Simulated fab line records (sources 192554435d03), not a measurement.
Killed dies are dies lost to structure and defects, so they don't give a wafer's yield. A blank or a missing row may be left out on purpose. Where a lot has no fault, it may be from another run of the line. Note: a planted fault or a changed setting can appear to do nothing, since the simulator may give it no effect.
fab line records	flow n5Finfet
record: lots: 10	wafers: 30	lastDay: 18
route steps=1938 shown BEOL_M2@900 BEOL_M4@1111 PASSIVATION@1936
lots with no fault: from the same line, run without faults
startH: the number of hours between the record's first day and the start of the first shown wafer of the lot	waitH: hours elapsed since this lot's preceding step	" identical to the entry in the row above	L1.1+2: a single row standing in for several wafers	- no value present, or no start provided	* or withheld: withheld	< > ~ a bound
route shown NAME@n: NAME is a module with steps in the file, n the number in the route of the first one	usual: the fault-free wafers' mean and standard deviation	same: alike in all rows	chamber/n: place in a boat	sites: the reading at each site	_std_site: their standard deviation	_edge_site: outer sites' mean less inner sites'	radiusMm: for every site, how far away it sits from the centre of the wafer	mask NAME#n: copy n	behind: tool/chamber where the wafer was last shaped	hold: why the lot went on hold/how many hours it stayed there/how the hold came to an end	device: the n, p or np transistor that did not switch	end of line: the route-end tests of the same wafers	a step without rows: its recipe alone	killed: dies that structure and defects cost at the first sort, which is not the same as the wafer's yield	map: the dies of a wafer, with x for killed, . for not killed, _ for no die there
set.NAME: the run value of the setting; set.NAME@STEP: its run value at that earlier step	model.NAME: the simulator's own value behind a step, which no gauge read
the route's steps for a sample of lots (tables are steps, rows are wafers)
services: from which hour (startH, from the record's first day; less than 0 if before it) a tool's chamber was out of use, for how many hours, and why
== steps ==
step: N5_BEOL_M2_PRE_CLEAN_45
recipe: gas: H2/He	timeS: 30	tempC: 250
usual: heaterPowerW: 333/35
lot.wafer	tool	chamber	startH	waitH	heaterPowerW
L867.1	pvdSputter-01	-	139.82	0.0	341
L867.2	"	-	"	"	399
L867.6	"	-	"	"	312
L871.3	pvdSputter-03	-	151.46	0.0	345
L871.5	"	-	"	"	351
L871.6	"	-	"	"	267
L877.2	pvdSputter-02	-	195.31	0.0	288
L877.3	"	-	"	"	370
L877.6	"	-	"	"	297
L875.1	pvdSputter-03	-	195.36	0.0	349
L875.4	"	-	"	"	264
L875.5	"	-	"	"	331
L876.2	pvdSputter-01	-	195.50	0.0	335
L876.5	"	-	"	"	312
L876.6	"	-	"	"	390
L878.1	pvdSputter-02	-	200.11	0.0	376
L878.5	"	-	"	"	376
L878.6	"	-	"	"	294
L886.1	pvdSputter-03	-	254.19	0.0	269
L886.3	"	-	"	"	358
L886.6	"	-	"	"	345
L888.3	pvdSputter-03	-	263.81	0.0	335
L888.4	"	-	"	"	345
L888.5	"	-	"	"	363
L887.2	pvdSputter-02	-	264.00	0.0	283
L887.3	"	-	"	"	367
L887.5	"	-	"	"	363
L889.3	pvdSputter-01	-	285.09	0.0	398
L889.4	"	-	"	"	345
L889.5	"	-	"	"	346
step: N5_BEOL_M2_ANNEAL_49
recipe: tempC: 400	timeS: 240	ambient: vacuum
usual: heaterPowerW: 816/84	susceptorTempC: 400.00/0.21
lot.wafer	tool	chamber	startH	waitH	heaterPowerW	susceptorTempC
L867.1	pvdSputter-02	-	140.85	0.0	743	399.71
L867.2	"	-	"	"	735	399.80
L867.6	"	-	"	"	934	400.05
L871.3	pvdSputter-01	-	152.30	0.0	807	399.94
L871.5	"	-	"	"	853	399.90
L871.6	"	-	"	"	976	399.55
L877.2	pvdSputter-02	-	196.21	0.0	730	400.08
L877.3	"	-	"	"	775	400.06
L877.6	"	-	"	"	714	399.93
L875.1	pvdSputter-01	-	197.56	0.0	807	399.70
L875.4	"	-	"	"	848	400.02
L875.5	"	-	"	"	865	399.83
L876.2	pvdSputter-03	-	198.02	0.0	889	400.04
L876.5	"	-	"	"	829	399.96
L876.6	"	-	"	"	683	400.02
L878.1	pvdSputter-02	-	200.79	0.0	720	400.17
L878.5	"	-	"	"	729	400.19
L878.6	"	-	"	"	751	400.17
L886.1	pvdSputter-03	-	254.78	0.0	842	400.26
L886.3	"	-	"	"	680	399.80
L886.6	"	-	"	"	877	399.83
L888.3	pvdSputter-02	-	264.44	0.0	751	399.93
L888.4	"	-	"	"	914	400.03
L888.5	"	-	"	"	924	400.04
L887.2	pvdSputter-03	-	264.67	0.0	666	399.71
L887.3	"	-	"	"	828	400.05
L887.5	"	-	"	"	675	399.66
L889.3	pvdSputter-02	-	285.90	0.0	898	399.83
L889.4	"	-	"	"	726	399.90
L889.5	"	-	"	"	906	399.98
step: N5_BEOL_M2_ANNEAL_80
recipe: tempC: 400	timeS: 240	ambient: vacuum
usual: heaterPowerW: 816/87	susceptorTempC: 399.99/0.22
lot.wafer	tool	chamber	startH	waitH	heaterPowerW	susceptorTempC
L867.1	pvdSputter-02	-	141.07	0.0	734	399.75
L867.2	"	-	"	"	741	399.84
L867.6	"	-	"	"	937	399.83
L871.3	pvdSputter-01	-	152.52	0.0	810	400.20
L871.5	"	-	"	"	874	399.85
L871.6	"	-	"	"	1006	399.87
L877.2	pvdSputter-02	-	196.43	0.0	722	400.25
L877.3	"	-	"	"	788	400.38
L877.6	"	-	"	"	726	399.94
L875.1	pvdSputter-01	-	197.78	0.0	767	400.47
L875.4	"	-	"	"	855	400.37
L875.5	"	-	"	"	860	400.32
L876.2	pvdSputter-03	-	198.24	0.0	891	400.19
L876.5	"	-	"	"	829	400.04
L876.6	"	-	"	"	661	399.48
L878.1	pvdSputter-02	-	201.01	0.0	724	399.92
L878.5	"	-	"	"	717	399.81
L878.6	"	-	"	"	742	399.96
L886.1	pvdSputter-03	-	255.00	0.0	857	400.13
L886.3	"	-	"	"	666	400.30
L886.6	"	-	"	"	857	399.74
L888.3	pvdSputter-02	-	264.66	0.0	733	399.79
L888.4	"	-	"	"	922	399.95
L888.5	"	-	"	"	930	400.15
L887.2	pvdSputter-03	-	264.89	0.0	668	400.03
L887.3	"	-	"	"	848	400.00
L887.5	"	-	"	"	669	399.92
L889.3	pvdSputter-02	-	286.12	0.0	912	400.28
L889.4	"	-	"	"	736	399.85
L889.5	"	-	"	"	920	399.88
step: N5_BEOL_M2_ANNEAL_95
recipe: tempC: 400	timeS: 240	ambient: vacuum
usual: heaterPowerW: 815/85	susceptorTempC: 400.00/0.21
lot.wafer	tool	chamber	startH	waitH	heaterPowerW	susceptorTempC
L867.1	pvdSputter-02	-	142.39	0.0	721	399.79
L867.2	"	-	"	"	730	399.70
L867.6	"	-	"	"	920	399.77
L871.3	pvdSputter-01	-	153.84	0.0	796	400.14
L871.5	"	-	"	"	868	400.20
L871.6	"	-	"	"	1020	400.05
L877.2	pvdSputter-02	-	197.75	0.0	716	400.31
L877.3	"	-	"	"	755	400.01
L877.6	"	-	"	"	721	400.48
L875.1	pvdSputter-01	-	199.10	0.0	-	-
L875.4	"	-	"	"	-	-
L875.5	"	-	"	"	-	-
L876.2	pvdSputter-03	-	199.56	0.0	-	-
L876.5	"	-	"	"	-	-
L876.6	"	-	"	"	-	-
L878.1	pvdSputter-02	-	202.33	0.0	-	-
L878.5	"	-	"	"	-	-
L878.6	"	-	"	"	-	-
L886.1	pvdSputter-03	-	256.32	0.0	878	399.78
L886.3	"	-	"	"	678	400.37
L886.6	"	-	"	"	862	399.68
L888.3	pvdSputter-02	-	265.98	0.0	748	400.11
L888.4	"	-	"	"	908	400.00
L888.5	"	-	"	"	916	399.90
L887.2	pvdSputter-03	-	266.21	0.0	672	399.85
L887.3	"	-	"	"	831	399.63
L887.5	"	-	"	"	689	399.54
L889.3	pvdSputter-02	-	287.44	0.0	936	400.30
L889.4	"	-	"	"	742	400.19
L889.5	"	-	"	"	931	400.02
step: N5_BEOL_M4_RC_MEAS_101
usual: DIBL_N: 36.4/1.3	DIBL_P: 36.5/1.7	IOFF_N: 0.154/0.022	IOFF_P: 0.202/0.025	ION_N: 671/9.8	ION_P: 460/6.8	SS_N: 71.6/0.54	SS_P: 73.4/0.58	VT_N: 250.9/2.8	VT_P: -251.4/2.7
lot.wafer	tool	chamber	startH	waitH	DIBL_N[mV/V]	DIBL_P[mV/V]	IOFF_N[nA/um]	IOFF_P[nA/um]	ION_N[uA/um]	ION_P[uA/um]	SS_N[mV/dec]	SS_P[mV/dec]	VT_N[mV]	VT_P[mV]
L867.1	prober-01	0	167.88	0.0	39.0	37.2	0.176	0.213	686	469	73.3	74.2	247.0	-251.2
L867.2	"	0	"	"	39.4	37.7	0.183	0.222	683	461	72.5	74.1	247.6	-249.5
L867.6	"	0	"	"	40.5	39.9	0.224	0.259	697	477	72.8	74.2	244.5	-250.8
L871.3	prober-02	0	178.10	0.3	36.4	36.5	0.135	0.171	662	448	70.7	72.7	251.5	-255.8
L871.5	"	0	"	"	38.7	38.8	0.172	0.203	678	453	71.6	74.2	247.7	-253.6
L871.6	"	0	"	"	38.6	38.8	0.176	0.202	676	450	71.8	73.7	247.2	-253.1
L877.2	prober-01	0	220.87	0.2	37.0	36.6	0.162	0.231	680	472	71.5	73.0	248.9	-249.5
L877.3	"	0	"	"	36.2	35.5	0.148	0.208	674	463	71.1	72.7	249.8	-251.7
L877.6	"	0	"	"	35.5	34.2	0.134	0.188	671	462	71.2	71.7	249.6	-250.8
L875.1	prober-02	0	222.66	0.0	36.6	37.3	0.159	0.232	669	466	71.8	74.1	250.7	-248.4
L875.4	"	0	"	"	35.6	35.2	0.135	0.194	664	461	71.9	73.4	253.0	-250.1
L875.5	"	0	"	"	35.2	35.7	0.135	0.200	669	471	70.7	73.5	251.4	-249.6
L876.2	prober-01	0	224.39	0.2	36.8	37.6	0.163	0.205	674	460	71.6	73.1	249.0	-249.7
L876.5	"	0	"	"	34.7	35.0	0.129	0.174	655	453	71.5	73.2	253.7	-253.0
L876.6	"	0	"	"	35.9	36.6	0.149	0.195	672	467	71.7	73.2	250.0	-250.1
L878.1	prober-02	0	228.32	0.0	36.7	37.2	0.154	0.200	664	453	71.4	73.1	250.5	-254.0
L878.5	"	0	"	"	35.6	36.0	0.136	0.178	664	461	71.0	73.7	254.1	-253.2
L878.6	"	0	"	"	36.3	37.2	0.152	0.200	668	459	71.6	73.6	250.8	-250.2
L886.1	prober-01	0	282.60	0.0	35.8	35.5	0.135	0.225	662	466	70.9	73.0	253.4	-250.0
L886.3	"	0	"	"	38.0	37.1	0.161	0.260	656	461	72.7	73.9	249.9	-247.8
L886.6	"	0	"	"	36.2	35.9	0.139	0.243	655	458	71.7	73.3	252.5	-245.9
L888.3	prober-02	0	287.61	0.3	38.7	40.7	0.203	0.250	671	462	73.0	74.1	248.8	-248.9
L888.4	"	0	"	"	37.7	40.3	0.184	0.238	675	457	72.1	74.4	249.9	-249.7
L888.5	"	0	"	"	38.3	41.4	0.213	0.267	679	461	72.4	73.9	248.1	-247.8
L887.2	prober-01	0	295.86	0.2	37.1	35.6	0.163	0.198	661	449	71.9	73.7	250.8	-252.9
L887.3	"	0	"	"	37.6	37.3	0.188	0.241	676	463	71.9	74.4	244.2	-245.9
L887.5	"	0	"	"	37.2	37.7	0.193	0.248	687	469	71.4	73.6	246.1	-245.7
L889.3	prober-01	0	310.98	0.3	34.7	34.7	0.130	0.191	662	459	71.6	72.5	253.3	-251.2
L889.4	"	0	"	"	35.0	35.3	0.134	0.199	679	466	70.6	72.7	251.0	-248.1
L889.5	"	0	"	"	35.2	36.0	0.145	0.215	672	464	71.2	72.4	250.8	-249.1
step: N5_PASSIVATION_PROBE_49
usual: defectLimitedYield: 91.1/1.3	killed_at_M0_to_M3: 34/10	killed_at_M4_up: 14/5.7	killedAtContacts: 12/5.9	killedAtFrontEnd: 41/12	killedAtOther: 4/3.1	killedDies: 105/15	killedOpen: 69/11	killedShort: 35/7.8	sort_bin_5_function: 5.3/0.81	sort_bin_6_memory: 3.3/0.75	sort_bin_8_speed: 0.00/0.007	sortNPass: 1075/15	sortYieldPct: 91.1/1.3
same: grossDies: 1180	killedAtBackSide: 0	sort_bin_4_leakage[%]: 0
lot.wafer	tool	chamber	startH	waitH	defectLimitedYield[%]	killed_at_M0_to_M3	killed_at_M4_up	killedAtContacts	killedAtFrontEnd	killedAtOther	killedDies	killedOpen	killedShort	sort_bin_5_function[%]	sort_bin_6_memory[%]	sort_bin_8_speed[%]	sortNPass	sortYieldPct[%]
L875.1	prober-02	-	329.65	0.0	88.6	19	9	30	75	1	134	95	39	6.9	4.2	0	1046	88.6
L875.5	prober-02	-	329.85	0.2	86.3	47	11	18	83	3	162	113	49	8.6	5.1	0	1018	86.3
killed by level:class
L875.1 FIN_SAQP:geometricParticle:open=33 MOL_CONTACT_COAG:geometricParticle:open=27 FIN_SAQP:geometricParticle:short=21 STI_FIN_REVEAL:geometricParticle:open=6 BEOL_M3:geometricParticle:open=6 BEOL_M2:geometricParticle:open=4 DUMMY_GATE:geometricParticle:open=3 MOL_CONTACT_COAG:geometricParticle:short=3
L875.5 FIN_SAQP:geometricParticle:open=35 MOL_CONTACT_COAG:geometricParticle:open=12 STI_FIN_REVEAL:geometricParticle:open=11 BEOL_M3:geometricParticle:open=11 BEOL_M2:geometricParticle:open=10 FIN_SAQP:geometricParticle:short=9 BEOL_M0_SAQP:geometricParticle:short=9 GATE_CUT:geometricParticle:short=7
== services ==
tool	chamber	startH	hours	kind
pvdSputter-03	-	119.61	1.0	repair
pvdSputter-02	-	222.72	1.7	repair
== key ==
firstSign: step: N5_BEOL_M2_ANNEAL_95	reading: toolRecord	direction: missing
effect none on later readings
metAt N5_BEOL_M2_ANNEAL_95
struckLots L875,L876,L878
notActingAt N5_BEOL_M2_PRE_CLEAN_45,N5_BEOL_M2_ANNEAL_49,N5_BEOL_M2_ANNEAL_80
onsetBetween 197.75 199.10
fault: kind: skippedStepWhole	tool: pvdSputter-01,pvdSputter-02,pvdSputter-03	chamber: -	onsetH: 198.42	steps: N5_BEOL_M2_ANNEAL_95	scope: struckLotsOnly
